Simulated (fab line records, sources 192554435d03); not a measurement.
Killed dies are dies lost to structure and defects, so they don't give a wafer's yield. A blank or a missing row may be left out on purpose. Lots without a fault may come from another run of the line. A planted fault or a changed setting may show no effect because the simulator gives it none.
fab line records | flow n5_finfet
record lots=7 wafers=21
route steps=1938 shown BEOL_M4@1023 BEOL_M5@1120 BEOL_M6@1198 BEOL_M7@1287 BEOL_M8@1348 BEOL_M9@1407
start_h: hours from the record's first day to the start of the lot's first wafer shown | wait_h: hours since the lot's step before | " the same as in the row above | L1.1+2: a row that stands for several wafers | - no value, or no start given | * or withheld: withheld | < > ~ a bound
route shown NAME@n: a module of which the file shows steps, and the number in the route of the first | usual: mean/standard deviation of fault-free wafers | same: alike in all rows | chamber/n: place in a boat | sites: the reading at each site | _std_site: their standard deviation | _edge_site: outer sites' mean less inner sites' | radius_mm: how far each site lies from the wafer's centre | mask NAME#n: copy n | behind: the tool/chamber that last shaped the wafer | hold: why the lot was held/for how many hours/how that ended | device: the transistor (n, p or np) that didn't switch | end of line: the same wafers' tests at the end of the route | a step without rows: its recipe alone | killed: dies lost to structure and defects at the first sort, not the wafer's yield | map: a wafer's dies, x killed, . not, _ none there
set.NAME: the setting as run; set.NAME@STEP: as run at that earlier step | model.NAME: the simulator's own value behind a step, which no gauge read
lots whose settings were changed on purpose; a table a step, a row a wafer
## steps
# step N5_BEOL_M4_PECVD_72
# recipe material=SiO2 target_thk_a=160 temp_c=400 precursor=TEOS/O2 pressure_torr=5.5 rf_w=450 teos_flow_sccm=53.8 gas=O2 flow_sccm=3000 time_s=18
# columns lot.wafer tool chamber start_h wait_h set.temp_c model.SiO2_of_BEOL_M4_PECVD_72.thk_nm
L079.2 pecvd-03 0 192.58 0.0 417.9 13.6
L079.5 " 0 " " 400 15.8
L079.6 " 2 " " 400 16.2
L077.2 pecvd-01 2 194.28 0.0 400 15.8
L077.3 " 1 " " 411.1 15
L077.4 " 0 " " 411.1 14.6
L078.1 pecvd-03 2 197.35 0.0 400 15.4
L078.2 " 0 " " 400 15.2
L078.6 " 2 " " 400 16
L080.3 pecvd-03 1 201.28 0.0 400 16.4
L080.4 " 1 " " 416.8 14.6
L080.5 " 0 " " 400 16.2
L083.2+5 pecvd-03 1 218.07 0.0 400 16.2
L083.3 " 2 " " 400 15.8
L084.1 pecvd-03 1 239.36 0.0 393.6 17
L084.2 " 0 " " 393.6 16.6
L084.4 " 1 " " 400 16.6
L085.2+6 pecvd-03 1,2 245.36 0.0 400 16
L085.5 " 1 " " 400 16.4
# step N5_BEOL_M4_HM_DEP_02
# recipe material=TiN target_thk_a=200 temp_c=25 chamber_pressure_pa=0.49996
# step N5_BEOL_M4_COAT_61
# recipe resist=SOC temp_c=250 time_s=60 spin_rpm=1500 resist_thk_nm=60
# step N5_BEOL_M4_STRIP_97
# recipe chemistry=N2/H2 time_s=10 power_w=450 temp_c=40 pressure_mtorr=20 rf_frequency_hz=6e+07 bias_power_w=7 n2_flow_sccm=200 h2_flow_sccm=200
# step N5_BEOL_M4_HM_STRIP_39
# recipe chemistry=peroxide_tin_strip material=TiN target_depth_a=250 temp_c=50 time_s=158
# columns lot.wafer tool chamber start_h wait_h set.temp_c@BEOL_M4_PECVD_72 model.SiO2_of_BEOL_M4_PECVD_72.thk_nm
L077.2 wet_bench-02 7 202.64 0.0 400 15.6
L077.3 " 4 " " 411.1 14.8
L077.4 " 3 " " 411.1 14.6
L079.2 wet_bench-04 0 202.64 0.0 417.9 13.4
L079.5 " 7 " " 400 15.6
L079.6 " 2 " " 400 16
L078.1 wet_bench-06 5 202.69 0.1 400 15.4
L078.2 " 4 " " 400 15.2
L078.6 " 6 " " 400 16
L080.3 wet_bench-02 6 208.45 0.0 400 16.2
L080.4 " 4 " " 416.8 14.4
L080.5 " 5 " " 400 16
L083.2+5 wet_bench-04 6,0 229.95 0.0 400 16
L083.3 " 7 " " 400 15.6
L084.1 wet_bench-04 0 247.39 0.0 393.6 16.8
L084.2 " 6 " " 393.6 16.4
L084.4 " 1 " " 400 16.4
L085.2 wet_bench-04 3 255.36 0.0 400 16
L085.5 " 2 " " 400 16.2
L085.6 " 7 " " 400 15.8
# step N5_BEOL_M5_COAT_05
# recipe resist=CAR-EUV spin_rpm=1500 resist_thk_nm=30
# columns lot.wafer tool chamber start_h wait_h set.spin_rpm model.CAR-EUV_of_BEOL_M5_COAT_05.thk_nm
L077.2+3 litho_track-01 0 - - 1500 29.8
L077.4 " 0 " " 1622 28.8
L079.2+6 litho_track-01 0 - - 1500 30
L079.5 " 0 " " 1424 30.8
L078.1+6 litho_track-01 0 - - 1500 30
L078.2 " 0 " " 1500 29.8
L080.3+4 litho_track-05 0 - - 1381 31.4
L080.5 " 0 " " 1500 30
L083.2 litho_track-01 0 - - 1500 30
L083.3+5 " 0 " " 1543 29.6
L084.1+4 litho_track-01 0 - - 1500 30
L084.2 " 0 " " 1563 29.4
L085.2+5+6 litho_track-01 0 - - 1500 29.8
# step N5_BEOL_M5_EBR_07
# recipe solvent=PGMEA ebr_width_mm=1.5
# step N5_BEOL_M5_SOFTBAKE_06
# recipe temp_c=110 time_s=60 resist=CAR-EUV
# step N5_BEOL_M5_EXPOSE_08
# recipe mask_id=M5 na=0.33 source_shape=annular sigma_inner=0.4 sigma_outer=0.8 polarization=unpolarized target_cd_nm=28 dose_mj=35.75
# step N5_BEOL_M5_PEB_09
# recipe peb_temp_c=100 peb_time_s=60 resist=CAR-EUV
# step N5_BEOL_M5_DEVELOP_10
# recipe develop_time_s=30 developer=TMAH resist=CAR-EUV rinse_liquid=surfactant_rinse dry=air_spin dev_temp_c=23
# columns lot.wafer tool chamber start_h wait_h set.spin_rpm@BEOL_M5_COAT_05 model.CAR-EUV_of_BEOL_M5_COAT_05.thk_nm
L077.2+3 litho_track-04 0 - - 1500 29.4
L077.4 " 0 " " 1622 28.4
L079.2 litho_track-04 0 - - 1500 29.4
L079.5 " 0 " " 1424 30.2
L079.6 " 0 " " 1500 29.6
L078.1+2+6 litho_track-05 0 - - 1500 29.4
L080.3+4 litho_track-05 0 - - 1381 30.8
L080.5 " 0 " " 1500 29.6
L083.2 litho_track-04 0 - - 1500 29.6
L083.3+5 " 0 " " 1543 29.2
L084.1 litho_track-04 0 - - 1500 29.4
L084.2 " 0 " " 1563 29
L084.4 " 0 " " 1500 29.6
L085.2+5+6 litho_track-04 0 - - 1500 29.4
# step N5_BEOL_M5_ETCH_72
# recipe chemistry=N2/H2 target=underlayer target_depth_a=65 mask_material=CAR-EUV time_s=5.2 ion_energy_ev=200 pressure_mtorr=30 source_w=840 bias_w=150 n2_flow_sccm=200 h2_flow_sccm=200 ends=cleared
# usual etch_rf_on_time_s=5.18/0.17 rf_vpp_V=523.6/2.7
# columns lot.wafer tool chamber start_h wait_h set.bias_w etch_rf_on_time_s rf_vpp_V
L077.2 rie_diel-03 1 209.65 0.0 170.4 4.78 570.1
L077.3 " 0 " " 150 5.15 528.7
L077.4 " 3 " " 170.4 4.87 567.4
L079.2 rie_diel-04 3 210.33 0.0 150 5.07 521.3
L079.5 " 3 " " 150 5.02 524.6
L079.6 " 0 " " 126.3 5.55 471.5
L078.1 rie_diel-04 0 212.68 0.0 150 5.05 525.8
L078.2 " 2 " " 150 5.40 519.8
L078.6 " 1 " " 150 5.06 524.8
L080.3 rie_diel-01 1 219.05 0.0 150 5.38 522.5
L080.4 " 0 " " 124.4 5.68 471.1
L080.5 " 2 " " 150 5.34 522.0
L083.2 rie_diel-01 1 236.76 0.0 150 5.47 520.1
L083.3 " 2 " " 150 5.38 521.1
L083.5 " 1 " " 163.3 5.21 550.2
L084.1 rie_diel-04 2 256.31 0.0 150 5.42 521.3
L084.2 " 3 " " 176.6 4.69 579.7
L084.4 " 1 " " 176.6 4.68 581.1
L085.2 rie_diel-04 1 265.46 0.0 173.1 4.78 573.1
L085.5 " 2 " " 173.1 5.06 569.3
L085.6 " 1 " " 150 5.13 523.0
# step N5_BEOL_M6_HM_DEP_02
# recipe material=TiN target_thk_a=200 temp_c=25 chamber_pressure_pa=0.49996
# columns lot.wafer tool chamber start_h wait_h set.target_thk_a model.TiN_of_BEOL_M6_HM_DEP_02.thk_nm
L077.2 pvd_sputter-03 - 224.91 0.8 200 19.4
L077.3 " - " " 210.1 20.4
L077.4 " - " " 200 19.6
L079.2 pvd_sputter-03 - 225.01 0.5 178.5 17.6
L079.5 " - " " 200 19.8
L079.6 " - " " 200 19.6
L078.1+2+6 pvd_sputter-01 - 227.87 0.4 200 20.2
L080.3 pvd_sputter-01 - 230.12 0.7 210.7 20.8
L080.4 " - " " 210.7 20.6
L080.5 " - " " 210.7 20.4
L083.2 pvd_sputter-01 - 251.02 2.4 200 20.2
L083.3 " - " " 221.4 22
L083.5 " - " " 221.4 22.4
L084.1 pvd_sputter-03 - 267.03 0.5 200 19.8
L084.2 " - " " 200 19.6
L084.4 " - " " 190.7 19
L085.2 pvd_sputter-02 - 277.62 1.3 200 19.6
L085.5 " - " " 191.2 18.4
L085.6 " - " " 200 19.2
# step N5_BEOL_M6_EXPOSE_08
# recipe mask_id=M6 na=1.35 source_shape=dipole sigma_inner=0.817 sigma_outer=0.97 polarization=te dose_mj=68.25
# columns lot.wafer tool chamber start_h wait_h mask set.dose_mj
L077.2+3 arfi_scanner-03 0 225.28 - M6#0 68.25
L077.4 " 0 " " M6#0 64.87
L079.2+5+6 arfi_scanner-01 0 225.45 - M6#0 68.25
L078.1+2+6 arfi_scanner-02 0 228.26 - M6#0 68.25
L080.3 arfi_scanner-03 0 230.52 - M6#0 68.25
L080.4+5 " 0 " " M6#0 69.91
L083.2+5 arfi_scanner-03 0 251.29 - M6#0 64.9
L083.3 " 0 " " M6#0 68.25
L084.1 arfi_scanner-01 0 267.40 - M6#0 65.53
L084.2+4 " 0 " " M6#0 68.25
L085.2+5+6 arfi_scanner-01 0 278.00 - M6#0 68.25
# step N5_BEOL_M6_PEB_09
# recipe peb_temp_c=withheld peb_time_s=60 resist=CAR-ArF
# step N5_BEOL_M6_DEVELOP_10
# recipe develop_time_s=30 developer=TMAH resist=CAR-ArF rinse_liquid=diw dry=air_spin dev_temp_c=23
# step N5_BEOL_M6_STRIP_68
# recipe chemistry=N2/H2 temp_c=40 n2_flow_sccm=200 h2_flow_sccm=200 rf_frequency_hz=6e+07
# step N5_BEOL_M6_STRIP_67
# recipe chemistry=CF4 resist=SiARC power_w=300 bias_power_w=75 pressure_mtorr=50 cf4_flow_sccm=150 rf_frequency_hz=6e+07
# step N5_BEOL_M6_HM_OPEN_17
# recipe chemistry=Cl2/BCl3 target_depth_a=200 overetch_a=60 target=TiN mask_material=SOC ion_energy_ev=150 pressure_mtorr=10 icp_w=1000 bias_w=126 Cl2_flow_sccm=53.25 bcl3_flow_sccm=21.75 Ar_flow_sccm=25
# columns lot.wafer tool chamber start_h wait_h set.target_thk_a@BEOL_M6_HM_DEP_02 model.etch.depth_nm
L077.2 rie_metal-03 0 225.77 0.0 200 19.48
L077.3 " 1 " " 210.1 20.37
L077.4 " 0 " " 200 19.58
L079.2 rie_metal-01 0 225.97 0.1 178.5 17.68
L079.5 " 0 " " 200 19.78
L079.6 " 0 " " 200 19.56
L078.1 rie_metal-01 0 228.75 0.0 200 20.12
L078.2+6 " 0 " " 200 20.19
L080.3 rie_metal-02 1 231.03 0.1 210.7 20.9
L080.4 " 0 " " 210.7 20.66
L080.5 " 1 " " 210.7 20.41
L083.2 rie_metal-03 0 251.92 0.0 200 20.15
L083.3 " 1 " " 221.4 22.02
L083.5 " 1 " " 221.4 22.5
L084.1 rie_metal-03 1 267.89 0.0 200 19.82
L084.2 " 0 " " 200 19.58
L084.4 " 0 " " 190.7 19.08
L085.2 rie_metal-03 1 278.54 0.0 200 19.51
L085.5 " 0 " " 191.2 18.5
L085.6 " 1 " " 200 19.25
# step N5_BEOL_M7_COAT_63
# recipe resist=SOC temp_c=250 time_s=60 spin_rpm=1500 resist_thk_nm=60
# columns lot.wafer tool chamber start_h wait_h set.spin_rpm model.SOC_of_BEOL_M7_COAT_63.thk_nm
L077.2+3 litho_track-01 0 232.53 0.6 1644 57.4
L077.4 " 0 " " 1500 60
L079.2+6 litho_track-02 0 235.19 0.1 1410 62
L079.5 " 0 " " 1500 59.8
L078.1 litho_track-05 0 236.95 1.1 1500 59.8
L078.2 " 0 " " 1500 60
L078.6 " 0 " " 1500 59.6
L080.3 litho_track-05 0 240.29 0.3 1645 57
L080.4+5 " 0 " " 1500 59.6
L083.2+5 litho_track-02 0 263.60 1.8 1636 57.6
L083.3 " 0 " " 1500 60
L084.1+4 litho_track-02 0 276.69 0.0 1563 58.8
L084.2 " 0 " " 1500 60.2
L085.2 litho_track-05 0 288.70 0.0 1500 60
L085.5+6 " 0 " " 1616 57.8
# step N5_BEOL_M7_DESCUM_33
# recipe chemistry=O2 time_s=7 source_power_w=50 bias_power_w=20 pressure_mtorr=20 rf_frequency_hz=2.712e+07 temp_c=40 resist=CAR-EUV o2_flow_sccm=225
# columns lot.wafer tool chamber start_h wait_h set.time_s model.CAR-EUV_of_BEOL_M7_COAT_22.thk_nm
L077.2+3+4 rie_diel-03 3,2,0 233.05 0.0 7 26
L079.2 rie_diel-03 3 235.89 0.2 7 26
L079.5+6 " 2,1 " " 7 25.8
L078.1+2+6 rie_diel-01 2,1,2 237.47 0.0 7 26
L080.3+4 rie_diel-03 1,0 240.68 0.0 5.497 26.8
L080.5 " 0 " " 7 26
L083.2 rie_diel-01 0 264.12 0.2 6.242 26.4
L083.3 " 3 " " 7 26
L083.5 " 1 " " 7 26.2
L084.1 rie_diel-04 3 277.21 0.0 8.073 25.4
L084.2+4 " 0,2 " " 7 26.2
L085.2 rie_diel-01 3 289.65 0.5 7 26
L085.5 " 2 " " 7 26.2
L085.6 " 1 " " 7.765 25.8
# step N5_BEOL_M7_ETCH_72
# recipe chemistry=N2/H2 target=underlayer target_depth_a=65 mask_material=CAR-EUV time_s=5.2 ion_energy_ev=200 pressure_mtorr=30 source_w=840 bias_w=150 n2_flow_sccm=200 h2_flow_sccm=200 ends=cleared
# columns lot.wafer tool chamber start_h wait_h set.time_s@BEOL_M7_DESCUM_33 model.CAR-EUV_of_BEOL_M7_COAT_22.thk_nm
L077.2+3+4 rie_diel-03 3,2,0 233.08 0.0 7 20.2
L079.2+6 rie_diel-03 3,1 235.92 0.0 7 20.2
L079.5 " 2 " " 7 20
L078.1+2+6 rie_diel-01 2,1,2 237.52 0.0 7 20.4
L080.3 rie_diel-03 1 240.72 0.0 5.497 21.2
L080.4 " 0 " " 5.497 21
L080.5 " 0 " " 7 20.4
L083.2 rie_diel-01 0 264.15 0.0 6.242 20.6
L083.3 " 3 " " 7 20.2
L083.5 " 1 " " 7 20.4
L084.1 rie_diel-04 3 277.24 0.0 8.073 19.8
L084.2+4 " 0,2 " " 7 20.4
L085.2 rie_diel-01 3 289.68 0.0 7 20.2
L085.5 " 2 " " 7 20.6
L085.6 " 1 " " 7.765 20
# step N5_BEOL_M7_ETCH_65
# recipe chemistry=CF4 target=SiARC target_depth_a=156 mask_material=CAR-EUV time_s=26 ion_energy_ev=80 pressure_mtorr=40 source_w=545 bias_w=36 Ar_flow_sccm=100 cf4_flow_sccm=100 ends=cleared
# step N5_BEOL_M7_ETCH_66
# recipe chemistry=N2/H2 target=SOC target_depth_a=800 overetch_a=160 mask_material=SiARC temp_c=40 time_s=120 ion_energy_ev=200 pressure_mtorr=30 source_w=840 bias_w=150 n2_flow_sccm=200 h2_flow_sccm=200
# columns lot.wafer tool chamber start_h wait_h set.spin_rpm@BEOL_M7_COAT_63 model.etch.depth_nm
L077.2 rie_diel-03 3 233.13 0.0 1644 57.31
L077.3 " 2 " " 1644 57.41
L077.4 " 0 " " 1500 60.1
L079.2 rie_diel-03 3 235.97 0.0 1410 62.09
L079.5 " 2 " " 1500 59.86
L079.6 " 1 " " 1410 62
L078.1 rie_diel-01 2 237.59 0.0 1500 59.81
L078.2 " 1 " " 1500 59.94
L078.6 " 2 " " 1500 59.69
L080.3 rie_diel-03 1 240.76 0.0 1645 56.97
L080.4 " 0 " " 1500 59.52
L080.5 " 0 " " 1500 59.65
L083.2 rie_diel-01 0 264.20 0.0 1636 57.54
L083.3 " 3 " " 1500 60.05
L083.5 " 1 " " 1636 57.53
L084.1 rie_diel-04 3 277.29 0.0 1563 58.88
L084.2 " 0 " " 1500 60.11
L084.4 " 2 " " 1563 58.84
L085.2 rie_diel-01 3 289.73 0.0 1500 59.9
L085.5 " 2 " " 1616 57.85
L085.6 " 1 " " 1616 57.72
# step N5_BEOL_M7_STRIP_69
# recipe chemistry=N2/H2 temp_c=40 n2_flow_sccm=200 h2_flow_sccm=200 rf_frequency_hz=6e+07
# step N5_BEOL_M7_STRIP_73
# recipe chemistry=N2/H2 temp_c=40 n2_flow_sccm=200 h2_flow_sccm=200 rf_frequency_hz=6e+07
# step N5_BEOL_M7_VIA_ETCH_34
# recipe chemistry=C4F6/O2 target=SiCOH_lowk target_depth_a=1255 mask_material=SOC taper_deg=4 time_s=50.5 ion_energy_ev=250 pressure_mtorr=30 source_w=345 bias_w=185 Ar_flow_sccm=300 C4F6_flow_sccm=10 O2_flow_sccm=10
# columns lot.wafer tool chamber start_h wait_h set.spin_rpm@BEOL_M7_COAT_63 model.SOC_of_BEOL_M7_COAT_63.thk_nm
L077.2+3 rie_diel-03 3,2 233.23 0.0 1644 51.4
L077.4 " 0 " " 1500 54
L079.2+6 rie_diel-03 3,1 236.07 0.0 1410 56
L079.5 " 2 " " 1500 53.8
L078.1+6 rie_diel-01 2 237.74 0.0 1500 53.8
L078.2 " 1 " " 1500 54.2
L080.3 rie_diel-03 1 240.86 0.0 1645 50.8
L080.4+5 " 0 " " 1500 53.6
L083.2 rie_diel-01 0 264.30 0.0 1636 51.4
L083.3 " 3 " " 1500 53.6
L083.5 " 1 " " 1636 51.8
L084.1 rie_diel-04 3 277.39 0.0 1563 53
L084.2 " 0 " " 1500 54.2
L084.4 " 2 " " 1563 53.2
L085.2 rie_diel-01 3 289.83 0.0 1500 53.4
L085.5+6 " 2,1 " " 1616 51.8
# step N5_BEOL_M8_DESCUM_16
# recipe chemistry=O2 time_s=7.9 source_power_w=50 bias_power_w=20 pressure_mtorr=20 rf_frequency_hz=2.712e+07 temp_c=40 resist=CAR-ArF o2_flow_sccm=225
# columns lot.wafer tool chamber start_h wait_h set.time_s model.CAR-ArF_of_BEOL_M8_COAT_05.thk_nm
L077.2+3 rie_diel-06 0,3 238.80 0.3 7.9 83.6
L077.4 " 2 " " 8.682 83.2
L079.2 rie_diel-02 3 242.10 0.1 7.185 83.8
L079.5 " 1 " " 7.9 83.6
L079.6 " 2 " " 7.9 83.4
L078.1 rie_diel-02 3 242.46 0.1 7.9 83.8
L078.2 " 1 " " 7.9 83.4
L078.6 " 0 " " 7.9 83.6
L080.3 rie_diel-05 0 245.77 0.3 6.561 84.4
L080.4 " 1 " " 7.9 84
L080.5 " 0 " " 6.561 84.2
L083.2 rie_diel-02 3 270.20 0.1 7.9 83.6
L083.3+5 " 0,3 " " 9.165 82.8
L084.1 rie_diel-06 2 283.27 0.0 7.9 83.6
L084.2+4 " 3,1 " " 7.9 83.8
L085.2 rie_diel-05 1 297.07 0.4 9.298 83.2
L085.5 " 2 " " 7.9 83.8
L085.6 " 0 " " 9.298 82.8
# step N5_BEOL_M8_COAT_22
# recipe resist=CAR-EUV spin_rpm=1500 resist_thk_nm=30
# columns lot.wafer tool chamber start_h wait_h set.spin_rpm model.CAR-EUV_of_BEOL_M8_COAT_22.thk_nm
L077.2+3 litho_track-01 0 - - 1500 30
L077.4 " 0 " " 1500 29.8
L079.2+5+6 litho_track-01 0 - - 1652 28.6
L078.1+2+6 litho_track-04 0 - - 1500 30
L080.3+4 litho_track-01 0 - - 1500 29.8
L080.5 " 0 " " 1632 28.6
L083.2+3 litho_track-01 0 - - 1500 30
L083.5 " 0 " " 1455 30.4
L084.1+2 litho_track-03 0 - - 1579 29.2
L084.4 " 0 " " 1500 30
L085.2 litho_track-03 0 - - 1500 30.2
L085.5 " 0 " " 1500 30
L085.6 " 0 " " 1668 28.4
# step N5_BEOL_M8_EBR_24
# recipe solvent=PGMEA ebr_width_mm=1.5
# step N5_BEOL_M8_SOFTBAKE_23
# recipe temp_c=110 time_s=60 resist=CAR-EUV
# step N5_BEOL_M8_EXPOSE_25
# recipe mask_id=V7 na=0.33 source_shape=annular sigma_inner=0.4 sigma_outer=0.8 polarization=unpolarized target_cd_nm=40 dose_mj=42.5
# step N5_BEOL_M8_PEB_26
# recipe peb_temp_c=100 peb_time_s=60 resist=CAR-EUV
# step N5_BEOL_M8_DEVELOP_27
# recipe develop_time_s=30 developer=TMAH resist=CAR-EUV rinse_liquid=surfactant_rinse dry=air_spin dev_temp_c=23
# columns lot.wafer tool chamber start_h wait_h set.spin_rpm@BEOL_M8_COAT_22 model.CAR-EUV_of_BEOL_M8_COAT_22.thk_nm
L077.2 litho_track-04 0 - - 1500 29.6
L077.3+4 " 0 " " 1500 29.4
L079.2 litho_track-04 0 - - 1652 28.2
L079.5+6 " 0 " " 1652 28
L078.1 litho_track-01 0 - - 1500 29.4
L078.2+6 " 0 " " 1500 29.6
L080.3 litho_track-01 0 - - 1500 29.4
L080.4 " 0 " " 1500 29.2
L080.5 " 0 " " 1632 28.2
L083.2+3 litho_track-03 0 - - 1500 29.6
L083.5 " 0 " " 1455 30
L084.1+2 litho_track-01 0 - - 1579 28.8
L084.4 " 0 " " 1500 29.6
L085.2+5 litho_track-01 0 - - 1500 29.6
L085.6 " 0 " " 1668 28
# step N5_BEOL_M9_COAT_60
# recipe resist=SiARC temp_c=220 time_s=60 spin_rpm=1500 resist_thk_nm=30
# columns lot.wafer tool chamber start_h wait_h set.spin_rpm model.SiARC_of_BEOL_M9_COAT_60.thk_nm
L077.2+4 litho_track-03 0 - - 1500 30.2
L077.3 " 0 " " 1377 31.4
L079.2+5 litho_track-05 0 - - 1334 32
L079.6 " 0 " " 1500 30
L078.1+2+6 litho_track-03 0 - - 1500 30
L080.3+5 litho_track-05 0 - - 1500 30
L080.4 " 0 " " 1346 31.8
L083.2+3+5 litho_track-05 0 - - 1500 30
L084.1 litho_track-02 0 - - 1416 31
L084.2 " 0 " " 1500 30
L084.4 " 0 " " 1416 30.8
L085.2+6 litho_track-05 0 - - 1500 30
L085.5 " 0 " " 1575 29.4
## key
split step=N5_BEOL_M4_PECVD_72 setting=temp_c stated=400 by=wafer
response step=N5_BEOL_M4_PECVD_72 reading=model.SiO2_of_BEOL_M4_PECVD_72.thk_nm change=-0.438 per=1% r=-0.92
response step=N5_BEOL_M4_HM_STRIP_39 reading=model.SiO2_of_BEOL_M4_PECVD_72.thk_nm change=-0.432 per=1% r=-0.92
split step=N5_BEOL_M5_COAT_05 setting=spin_rpm stated=1500 by=wafer
response step=N5_BEOL_M5_COAT_05 reading=model.CAR-EUV_of_BEOL_M5_COAT_05.thk_nm change=-0.149 per=1% r=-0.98
response step=N5_BEOL_M5_DEVELOP_10 reading=model.CAR-EUV_of_BEOL_M5_COAT_05.thk_nm change=-0.135 per=1% r=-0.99
split step=N5_BEOL_M5_ETCH_72 setting=bias_w stated=150 by=wafer
response step=N5_BEOL_M5_ETCH_72 reading=etch_rf_on_time_s change=* per=1% r=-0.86
response step=N5_BEOL_M5_ETCH_72 reading=rf_vpp_V change=+3.16 per=1% r=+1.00
split step=N5_BEOL_M6_HM_DEP_02 setting=target_thk_a stated=200 by=wafer
response step=N5_BEOL_M6_HM_DEP_02 reading=model.TiN_of_BEOL_M6_HM_DEP_02.thk_nm change=+0.189 per=1% r=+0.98
response step=N5_BEOL_M6_HM_OPEN_17 reading=model.etch.depth_nm change=+0.185 per=1% r=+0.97
split step=N5_BEOL_M6_EXPOSE_08 setting=dose_mj stated=68.25 by=wafer
response none clear
split step=N5_BEOL_M7_COAT_63 setting=spin_rpm stated=1500 by=wafer
response step=N5_BEOL_M7_COAT_63 reading=model.SOC_of_BEOL_M7_COAT_63.thk_nm change=-0.283 per=1% r=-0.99
response step=N5_BEOL_M7_ETCH_66 reading=model.etch.depth_nm change=-0.286 per=1% r=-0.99
response step=N5_BEOL_M7_VIA_ETCH_34 reading=model.SOC_of_BEOL_M7_COAT_63.thk_nm change=-0.263 per=1% r=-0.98
split step=N5_BEOL_M7_DESCUM_33 setting=time_s stated=7 by=wafer
response step=N5_BEOL_M7_DESCUM_33 reading=model.CAR-EUV_of_BEOL_M7_COAT_22.thk_nm change=-0.0386 per=1% r=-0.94
response step=N5_BEOL_M7_ETCH_72 reading=model.CAR-EUV_of_BEOL_M7_COAT_22.thk_nm change=-0.0341 per=1% r=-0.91
split step=N5_BEOL_M8_DESCUM_16 setting=time_s stated=7.9 by=wafer
response step=N5_BEOL_M8_DESCUM_16 reading=model.CAR-ArF_of_BEOL_M8_COAT_05.thk_nm change=-0.0374 per=1% r=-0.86
split step=N5_BEOL_M8_COAT_22 setting=spin_rpm stated=1500 by=wafer
response step=N5_BEOL_M8_COAT_22 reading=model.CAR-EUV_of_BEOL_M8_COAT_22.thk_nm change=-0.146 per=1% r=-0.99
response step=N5_BEOL_M8_DEVELOP_27 reading=model.CAR-EUV_of_BEOL_M8_COAT_22.thk_nm change=-0.138 per=1% r=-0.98
split step=N5_BEOL_M9_COAT_60 setting=spin_rpm stated=1500 by=wafer
response step=N5_BEOL_M9_COAT_60 reading=model.SiARC_of_BEOL_M9_COAT_60.thk_nm change=-0.166 per=1% r=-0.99
